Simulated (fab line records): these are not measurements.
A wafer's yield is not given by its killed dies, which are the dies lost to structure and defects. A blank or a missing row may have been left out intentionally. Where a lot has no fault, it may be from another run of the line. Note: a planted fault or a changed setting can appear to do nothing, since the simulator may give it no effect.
Struck lot and sound lot, side by side :: flow nand-harc :: 14 out of 1302 route steps
Sound: these wafers, L174.2, L174.4, L174.6. Struck: wafer L181.1. (L181.2, L181.5 of the same lot were not struck and are left out.) The cause comes at the end.
Each step with rows lists, per side, the tool, then ch with its chambers, then its first start. Under that, the readings that differ: sound wafers :: struck wafers :: difference of the means :: sigmas: that difference in standard deviations of wafers without a fault.
alike: readings whose means differ by less than 2 such deviations, and words and numbers that are the same on both sides. not compared: withheld readings, readings that some wafer has no value for, bounds like >300 that may hide the same value, and numbers for which the record gives no deviation and whose values overlap.
A row with sigmas, a row that says differs or no value, or rows on one side alone: a step with any of these is where the two part. When numbers do not overlap yet have no deviation, they are printed without sigmas and do not part them. A reading missing from all wafers of one side parts the sides only when that side holds two or more wafers.

NHARC_A_STAIRCASE_ETCH_221: etches the open film in C4F8/O2, target depth 100 nm, time 40.5 s.
  sound on rie-diel-03 ch 1,2,3; struck on rie-diel-09 ch 1
  alike: chamber-pressure-mTorr, oes-product-au, rf-vpp-V
  not compared: rf-hours-counter-h
then, 1 step without rows for these wafers: NHARC_A_STAIRCASE_TRIM_222 (chemistry O2, time 211.2 s).
NHARC_A_STAIRCASE_ETCH_223: etches the open film in C4F8/O2, target depth 100 nm, time 40.5 s.
  sound on rie-diel-03 ch 2,3; struck on rie-diel-09 ch 2
  alike: chamber-pressure-mTorr, oes-product-au, rf-vpp-V
  not compared: rf-hours-counter-h
then, 4 steps without rows for these wafers: NHARC_A_STAIRCASE_TRIM_224 (chemistry O2, time 211.2 s); NHARC_A_STAIRCASE_ETCH_225 (etches the open film in C4F8/O2, target depth 100 nm, time 40.5 s); NHARC_A_STAIRCASE_TRIM_226 (chemistry O2, time 211.2 s); NHARC_A_STAIRCASE_ETCH_227 (etches the open film in C4F8/O2, target depth 100 nm, time 40.5 s).
NHARC_A_STAIRCASE_TRIM_229: chemistry O2, time 211.2 s.
  sound on rie-diel-03 ch 0,2, day 18 19:17; struck on rie-diel-09 ch 0, day 22 10:37
reading: throttle-valve-pct (%)
sound: 17.028 17.034 17.031
struck: 17.056
difference: +0.025
sigmas: +3
  alike: chamber-pressure-mTorr, drypump-motor-current-A, mfc-ar-sccm, oes-product-au, rf-vpp-V, run-length-s, showerhead-plenum-p-Torr
  not compared: rf-hours-counter-h
NHARC_A_STAIRCASE_ETCH_230: etches the open film in C4F8/O2, target depth 100 nm, time 40.5 s.
  sound on rie-diel-03 ch 0,1,3; struck on rie-diel-09 ch 3
  alike: chamber-pressure-mTorr, oes-product-au, rf-vpp-V
  not compared: rf-hours-counter-h
NHARC_A_STAIRCASE_TRIM_231: chemistry O2, time 211.2 s.
  sound on rie-diel-03 ch 0,1,2; struck on rie-diel-09 ch 1
  alike: chamber-pressure-mTorr, drypump-motor-current-A, mfc-ar-sccm, oes-product-au, rf-vpp-V, run-length-s, showerhead-plenum-p-Torr, throttle-valve-pct
  not compared: rf-hours-counter-h
then, 1 step without rows for these wafers: NHARC_A_STAIRCASE_ETCH_232 (etches the open film in C4F8/O2, target depth 100 nm, time 40.5 s).
NHARC_A_STAIRCASE_TRIM_233: chemistry O2, time 211.2 s.
  sound on rie-diel-03 ch 0,1,2, day 18 19:47; struck on rie-diel-09 ch 0, day 22 11:07
reading: rf-vpp-V (V)
sound: 56.0 57.5 57.2
struck: 59.2
difference: +2.3
sigmas: +3

reading: run-length-s (s)
sound: 232.8 232.5 233.3
struck: 152.2
difference: -80.7
sigmas: -99 or more
  alike: chamber-pressure-mTorr, drypump-motor-current-A, mfc-ar-sccm, oes-product-au, showerhead-plenum-p-Torr, throttle-valve-pct
  not compared: rf-hours-counter-h
then, 1 step without rows for these wafers: NHARC_A_STAIRCASE_ETCH_234 (etches the open film in C4F8/O2, target depth 100 nm, time 40.5 s).
-- jump in the record: it breaks off in module A_STAIRCASE and resumes in module END (first step shown: number 1302 of the route), and 8 days separate the struck wafers' starts before and after --
NHARC_END_SORT_01:
  sound on prober-02 ch 0, day 26 20:28; struck on prober-01 ch 0, day 30 12:22
reading: hold
sound: - - -
struck: await-dispo/3.0h/release
difference: no value on the sound wafers
sigmas: 

reading: killed-at-array
sound: 49 59 48
struck: 671
difference: +619
sigmas: +36

reading: killed-at-other
sound: 4 7 9
struck: 0
difference: -7
sigmas: -4

reading: killed-dies
sound: 55 69 58
struck: 677
difference: +616
sigmas: +36
  alike: killed-at-periphery, killed-open, killed-short

WHERE THEY PART
Earliest at NHARC_A_STAIRCASE_TRIM_229; latest, in this record, at NHARC_END_SORT_01.

WHY: whatever the simulator had introduced
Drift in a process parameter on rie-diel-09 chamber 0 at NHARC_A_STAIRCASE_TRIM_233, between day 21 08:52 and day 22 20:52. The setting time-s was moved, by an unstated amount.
